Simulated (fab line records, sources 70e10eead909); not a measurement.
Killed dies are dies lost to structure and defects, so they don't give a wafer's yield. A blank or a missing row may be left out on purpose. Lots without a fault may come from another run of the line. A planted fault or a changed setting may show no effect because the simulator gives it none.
fab line records | flow nand_harc | part 2 of 2: steps 28 to 33 of 33
record lots=5 wafers=15 last_day=24
route steps=1159 shown P_CONTACT@237 P_M0@253
lots that met no fault: from a run of the same line without faults
start_h: hours from the record's first day to the start of the lot's first wafer shown | wait_h: hours since the lot's step before | " the same as in the row above | L1.1+2: a row that stands for several wafers | - no value, or no start given | * or withheld: withheld | < > ~ a bound
route shown NAME@n: a module of which the file shows steps, and the number in the route of the first | usual: mean/standard deviation of fault-free wafers | same: alike in all rows | chamber/n: place in a boat | sites: the reading at each site | _std_site: their standard deviation | _edge_site: outer sites' mean less inner sites' | radius_mm: how far each site lies from the wafer's centre | mask NAME#n: copy n | behind: the tool/chamber that last shaped the wafer | hold: why the lot was held/for how many hours/how that ended | device: the transistor (n, p or np) that didn't switch | end of line: the same wafers' tests at the end of the route | a step without rows: its recipe alone | killed: dies lost to structure and defects at the first sort, not the wafer's yield | map: a wafer's dies, x killed, . not, _ none there
set.NAME: the setting as run; set.NAME@STEP: as run at that earlier step | model.NAME: the simulator's own value behind a step, which no gauge read
lots at some steps of the route; a table a step, a row a wafer
services: from which hour (start_h, from the record's first day; less than 0 if before it) a tool's chamber was out of use, for how many hours, and why
## steps
# step NHARC_P_M0_INSPECT_11
# usual raw_defect_count=4/3.1
# columns lot.wafer tool chamber start_h wait_h raw_defect_count
L080.1 defect_inspect-02 - 151.77 0.0 6
L080.3 " - " " 4
L080.5 " - " " 3
L083.2 defect_inspect-02 - 165.76 0.0 6
L083.4 " - " " 9
L083.6 " - " " 13
L086.2 defect_inspect-02 - 194.12 0.0 7
L086.3 " - " " 4
L086.5 " - " " 3
L089.3 defect_inspect-02 - 216.07 0.0 4
L089.4 " - " " 3
L089.6 " - " " 4
L097.1 defect_inspect-02 - 246.62 0.0 5
L097.3 " - " " 4
L097.5 " - " " 4
# step NHARC_P_M0_DESCUM_14
# recipe time_s=3 o2_flow_sccm=200 ar_flow_sccm=0 bias_power_w=0 chemistry=O2
# usual chamber_pressure_mTorr=60.01/0.053 drypump_motor_current_A=5.9/0.48 o2_flow_sccm=200.1/0.75 oes_product_au=1.001/0.016 rf_vpp_V=57.8/0.94 showerhead_plenum_p_Torr=1.93/0.077 throttle_valve_pct=11.312/0.0099
# columns lot.wafer tool chamber start_h wait_h chamber_pressure_mTorr drypump_motor_current_A o2_flow_sccm oes_product_au rf_hours_counter_h rf_vpp_V showerhead_plenum_p_Torr throttle_valve_pct
L080.3 rie_diel-07 3 151.84 0.1 60.06 6.2 199.6 0.996 6 57.1 1.92 11.322
L080.1 " 1 " " 60.05 6.6 199.9 0.979 6 57.9 1.90 11.312
L080.5 " 3 " " 59.91 6.2 200.8 1.001 - 58.1 1.92 11.312
L083.4 rie_diel-06 1 165.83 0.1 60.03 5.2 201.2 0.992 6 58.8 1.95 11.317
L083.2 " 3 " " 59.99 5.9 199.7 0.975 6 57.2 1.95 11.329
L083.6 " 0 " " 59.91 5.8 200.5 1.004 - 57.3 1.82 11.306
L086.2 rie_diel-06 2 194.18 0.1 60.02 5.3 200.3 1.022 8 59.1 1.97 11.308
L086.3 " 1 " " 60.01 5.3 200.5 0.999 8 58.1 1.95 11.324
L086.5 " 3 " " 60.03 5.9 200.2 0.993 - 57.3 1.95 11.294
L089.3 rie_diel-07 0 216.21 0.1 59.99 6.3 201.3 1.003 9 58.3 1.79 11.316
L089.4 " 1 " " 60.08 6.7 200.7 0.963 11 58.4 1.90 11.299
L089.6 " 0 " " 59.97 6.3 201.4 1.015 - 58.2 1.79 11.321
L097.1 rie_diel-13 1 246.68 0.1 60.05 6.3 199.7 1.006 11 59.5 2.05 11.309
L097.3 " 3 " " 60.03 6.2 199.8 0.999 10 57.3 1.81 11.313
L097.5 " 1 " " 60.07 6.3 199.9 1.016 - 59.0 2.05 11.300
# step NHARC_P_M0_ETCH_34
# recipe target_depth_a=400 overetch_a=120 time_s=43.94 ion_energy_ev=200 n2_flow_sccm=150 h2_flow_sccm=150 ar_flow_sccm=0 rf_w=400 bias_w=150 chemistry=N2/H2
# usual chamber_pressure_mTorr=29.999/0.03 drypump_motor_current_A=5.8/0.47 oes_product_au=1.002/0.016 rf_vpp_V=431.1/2.3 showerhead_plenum_p_Torr=2.06/0.079 throttle_valve_pct=14.171/0.0093
# columns lot.wafer tool chamber start_h wait_h chamber_pressure_mTorr drypump_motor_current_A oes_product_au rf_hours_counter_h rf_vpp_V showerhead_plenum_p_Torr throttle_valve_pct
L080.3 rie_diel-07 2 151.92 0.1 29.992 5.3 1.017 6 432.2 2.11 14.157
L080.1 " 3 " " 29.937 6.2 1.006 6 430.3 2.05 14.162
L080.5 " 3 " " 30.020 6.2 1.005 - 430.6 2.05 14.171
L083.4 rie_diel-06 1 165.91 0.1 30.034 5.3 0.988 6 433.7 2.08 14.164
L083.2 " 2 " " 30.024 5.4 1.015 6 431.7 2.10 14.165
L083.6 " 1 " " 29.940 5.2 0.983 - 433.4 2.08 14.181
L086.3 rie_diel-06 0 194.27 0.1 30.003 5.8 1.016 7 427.9 1.94 14.167
L086.2 " 2 " " 30.008 5.3 1.013 8 433.1 2.10 14.179
L086.5 " 0 " " 29.961 5.8 1.004 - 427.6 1.94 14.172
L089.3 rie_diel-07 3 216.29 0.1 30.013 6.2 0.977 11 430.9 2.05 14.166
L089.4 " 1 " " 29.939 6.7 0.978 11 431.2 2.03 14.173
L089.6 " 3 " " 30.005 6.2 0.981 - 431.1 2.05 14.167
L097.3 rie_diel-13 3 246.77 0.1 29.964 6.2 1.000 10 427.3 1.92 14.152
L097.1 " 0 " " 29.985 5.4 1.002 9 434.0 2.09 14.166
L097.5 " 3 " " 30.020 6.2 1.004 - 426.8 1.92 14.174
# step NHARC_P_M0_ETCH_15
# recipe target_depth_a=1500 overetch_a=150 time_s=82.5 c4f8_flow_sccm=withheld ar_flow_sccm=400 rf_w=600 bias_w=300 chemistry=C4F8/Ar
# usual chamber_pressure_mTorr=25.001/0.023 oes_product_au=0.965/0.022 rf_vpp_V=441.0/2.4
# columns lot.wafer tool chamber start_h wait_h chamber_pressure_mTorr oes_product_au rf_hours_counter_h rf_vpp_V
L080.1 rie_diel-07 2 - - 24.992 0.974 6 442.0
L080.3 " 3 " " 25.026 0.946 6 442.6
L080.5 " 2 " " 25.008 0.972 - 442.5
L083.2 rie_diel-06 1 - - 24.959 0.959 6 443.1
L083.4 " 0 " " 24.981 0.964 6 437.2
L083.6 " 2 " " 24.990 0.992 - 441.9
L086.3 rie_diel-06 0 - - 25.040 1.003 7 438.5
L086.2 " 1 " " 25.006 0.979 8 441.4
L086.5 " 0 " " 24.985 0.988 - 438.9
L089.3 rie_diel-07 3 - - 24.993 0.914 11 441.2
L089.4 " 1 " " 25.012 0.913 11 441.0
L089.6 " 0 " " 25.006 0.967 - 438.3
L097.1 rie_diel-13 2 - - 24.948 0.926 11 445.2
L097.3 " 3 " " 24.975 0.926 10 437.1
L097.5 " 2 " " 25.022 0.926 - 445.0
# step NHARC_P_M0_CD_MEAS_16
# usual cd_nm=89.4/1
# columns lot.wafer tool chamber start_h wait_h cd_nm
L080.1 cd_sem-01 - 152.13 - 89.4
L080.3 " - " " 90.0
L080.5 " - " " 89.5
L083.2 cd_sem-02 - 166.12 - 89.9
L083.4 " - " " 89.7
L083.6 " - " " 88.8
L086.2 cd_sem-02 - 194.48 - 90.7
L086.3 " - " " 88.8
L086.5 " - " " 89.1
L089.3 cd_sem-02 - 216.50 - 89.3
L089.4 " - " " 90.1
L089.6 " - " " 88.9
L097.1 cd_sem-01 - 246.98 - 87.5
L097.3 " - " " 88.8
L097.5 " - " " 89.3
# step NHARC_P_M0_STRIP_18
# recipe power_w=1000 n2_flow_sccm=150 h2_flow_sccm=150 ar_flow_sccm=0 bias_w=0 chemistry=N2/H2
# usual chamber_pressure_mTorr=30.001/0.027 drypump_motor_current_A=5.9/0.47 oes_product_au=0.998/0.013 rf_vpp_V=90.8/1 showerhead_plenum_p_Torr=2.07/0.096 throttle_valve_pct=14.172/0.0096
# columns lot.wafer tool chamber start_h wait_h chamber_pressure_mTorr drypump_motor_current_A oes_product_au rf_hours_counter_h rf_vpp_V showerhead_plenum_p_Torr throttle_valve_pct
L080.3 rie_diel-07 1 152.23 0.1 30.003 6.7 0.984 6 91.6 2.03 14.182
L080.1 " 3 " " 29.969 6.2 0.997 6 90.1 2.05 14.172
L080.5 " 0 " " 30.014 6.2 1.013 - 89.3 1.91 14.172
L083.4 rie_diel-13 1 166.25 0.1 29.994 6.3 1.018 4 92.4 2.19 14.169
L083.2 " 2 " " 29.988 5.5 0.992 5 91.1 2.19 14.146
L083.6 " 3 " " 30.007 6.1 0.992 - 91.0 1.93 14.183
L086.3 rie_diel-07 2 194.55 0.1 30.019 5.3 1.017 10 91.6 2.11 14.172
L086.2 " 1 " " 29.925 6.7 0.982 9 90.6 2.03 14.187
L086.5 " 3 " " 30.019 6.2 0.979 - 88.9 2.05 14.165
L089.4 rie_diel-13 0 216.57 0.1 29.982 5.4 0.994 7 89.5 2.09 14.174
L089.3 " 2 " " 29.987 5.5 0.993 9 92.3 2.19 14.164
L089.6 " 1 " " 29.978 6.3 1.012 - 89.8 2.19 14.181
L097.1 rie_diel-07 1 247.09 0.1 30.034 6.7 1.012 2 89.9 2.03 14.152
L097.3 " 2 " " 29.976 5.3 1.031 2 90.5 2.10 14.164
L097.5 " 0 " " 30.015 6.2 1.004 - 90.6 1.91 14.174
## services
# columns tool chamber start_h hours kind
rie_diel-08 - 124.80 9.0 pm
rie_diel-08 1 134.74 5.1 repair
rie_diel-08 - 140.42 0.7 repair
litho_track-04 - 141.00 7.0 pm
rie_diel-07 0 141.76 7.9 repair
pvd_sputter-02 - 143.62 3.0 repair
rie_diel-02 - 150.70 9.0 pm
rie_diel-13 - 158.91 3.6 repair
rie_diel-08 2 160.91 5.5 repair
wet_bench-04 - 163.20 8.0 pm
rie_diel-07 3 166.19 1.4 repair
rie_diel-02 3 171.82 4.8 repair
rie_diel-02 2 179.85 2.3 repair
rie_diel-06 0 181.77 7.6 repair
rie_diel-08 3 194.34 1.6 repair
rie_diel-06 0 203.89 15.4 repair
rie_diel-06 - 204.17 0.2 repair
rie_diel-07 0 205.01 4.2 repair
pvd_sputter-02 - 214.00 10.0 pm
rie_diel-07 - 228.20 9.0 pm
rie_diel-08 0 231.52 3.8 repair
rie_diel-13 1 234.71 1.2 repair
rie_diel-08 3 241.07 3.1 repair
rie_diel-06 - 241.20 9.0 pm
